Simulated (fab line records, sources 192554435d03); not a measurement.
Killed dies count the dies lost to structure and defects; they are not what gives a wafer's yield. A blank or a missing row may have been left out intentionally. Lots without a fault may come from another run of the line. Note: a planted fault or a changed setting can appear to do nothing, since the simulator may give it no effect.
Split-lot trial | flow n5Finfet | 21 wafers read from 7 lots, route of 1938 steps

THE SPLIT ITSELF
At N5_SD_EPI_N_EPI_21 (deposits Si:P, time 690 s), the setting tempC was moved away from the recipe's 680 C on 10 of the 21 wafers read, by -0.6% to +0.7%. For the rest of the wafers, this setting stayed at what the recipe calls for.

There is no step in the file separating the split from the reading.

THE READING
Si-P_of_SD_EPI_N_EPI_21.thkNm (the simulator's own value, which no gauge read), in nm, at N5_SD_EPI_N_PRECLEAN_24 (cleans in O3/DIW, time 60 s). The file does not state a usual value for it. Here, 11 wafers ran the recipe; their average is 58.7 nm with a standard deviation of 0.68 nm.

wafer  | tool, chamber at the split | tempC as run, C | against the recipe | Si-P_of_SD_EPI_N_EPI_21.thkNm, nm | against lot-mates on the recipe
L075.3 | epiRpcvd-01, 0             | 680             | recipe             | 59.2                              | -
L075.5 | epiRpcvd-01, 0             | 675.9           | -0.6%              | 55                                | -4.4
L075.6 | epiRpcvd-01, 0             | 680             | recipe             | 59.6                              | -
L077.2 | epiRpcvd-02, 0             | 681.9           | +0.3%              | 61.6                              | +2.6
L077.3 | epiRpcvd-02, 0             | 680             | recipe             | 58.6                              | -
L077.6 | epiRpcvd-02, 0             | 680             | recipe             | 59.4                              | -
L079.1 | epiRpcvd-02, 0             | 684.5           | +0.7%              | 64.8                              | +4.8
L079.3 | epiRpcvd-02, 0             | 684.5           | +0.7%              | 64.4                              | +4.4
L079.6 | epiRpcvd-02, 0             | 680             | recipe             | 60                                | -
L085.2 | epiRpcvd-03, 0             | 684.6           | +0.7%              | 62.8                              | +4.8
L085.5 | epiRpcvd-03, 0             | 680             | recipe             | 58                                | -
L085.6 | epiRpcvd-03, 0             | 684.6           | +0.7%              | 62.4                              | +4.4
L089.3 | epiRpcvd-02, 0             | 683.7           | +0.5%              | 62.2                              | +4.2
L089.4 | epiRpcvd-02, 0             | 683.7           | +0.5%              | 61.6                              | +3.6
L089.6 | epiRpcvd-02, 0             | 680             | recipe             | 58                                | -
L091.1 | epiRpcvd-02, 0             | 677.9           | -0.3%              | 56.4                              | -2.0
L091.4 | epiRpcvd-02, 0             | 680             | recipe             | 58.4                              | -
L091.6 | epiRpcvd-02, 0             | 677.9           | -0.3%              | 56.2                              | -2.2
L096.1 | epiRpcvd-01, 0             | 680             | recipe             | 58.4                              | -
L096.5 | epiRpcvd-01, 0             | 680             | recipe             | 58                                | -
L096.6 | epiRpcvd-01, 0             | 680             | recipe             | 58.2                              | -

FIT RESULTS
A straight line over all 21 wafers: Si-P_of_SD_EPI_N_EPI_21.thkNm changes by +6.96 nm for each +1% of tempC; r = +0.96; the points scatter about the line by 0.8 nm.
The same after taking each lot's own level away (the mean of its wafers on the recipe; 21 wafers): +7.02 nm for each +1%; r = +0.99; scatter 0.27 nm.
On that fit, the largest move of tempC shifts the reading by 4.8 nm.
From 58.00 to 60.00 nm: that is the span of the lots' own levels, equal to 2.9 times the standard deviation above.
The two slopes agree, so the slope changes little with the lot-to-lot level.
Check: for one of the wafers moved furthest among these (+0.7%), held out of the fit, the line's prediction against its lot-mates is +4.76 nm. Against them it came out at +4.8 nm.

FURTHER SPLITS ON THESE WAFERS
Other splits were also applied to these wafers ahead of the reading. Each is held against what the fit with the lots' levels taken away leaves over:
other split on the same wafers           | wafers away from the commonest value | r with Si-P_of_SD_EPI_N_EPI_21.thkNm (lot level and that fit taken away)
N5_ZERO_LAYER_COAT_05 spinRpm            | 7                                    | +0.13
N5_ZERO_LAYER_EXPOSE_08 doseMj           | 8                                    | +0.24
N5_PMOS_HMC_CHANNEL_EPI_EXPOSE_06 doseMj | 5                                    | +0.10
N5_FIN_SAQP_SPACER1_ALD_24 aldCycles     | 3                                    | +0.02
N5_DUMMY_GATE_COAT_35 spinRpm            | 11                                   | -0.04
N5_DUMMY_GATE_COAT_28 spinRpm            | 4                                    | -0.01

THE WHOLE CHAIN: every reading that the file lists as answering this split, in the file's order
step                    | what it does                | reading                                                                        | change (the file's fit)              | r (the file's)
N5_SD_EPI_N_EPI_21      | deposits Si:P, time 690 s   | Si-P_of_SD_EPI_N_EPI_21.thkNm (the simulator's own value, which no gauge read) | +7.22 nm for each +1% of the setting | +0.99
N5_SD_EPI_N_PRECLEAN_24 | cleans in O3/DIW, time 60 s | Si-P_of_SD_EPI_N_EPI_21.thkNm (the simulator's own value, which no gauge read) | +7.12 nm for each +1% of the setting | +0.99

THE FILE'S OWN FIT
Si-P_of_SD_EPI_N_EPI_21.thkNm changes by +7.12 nm for each +1% of tempC, r = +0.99.
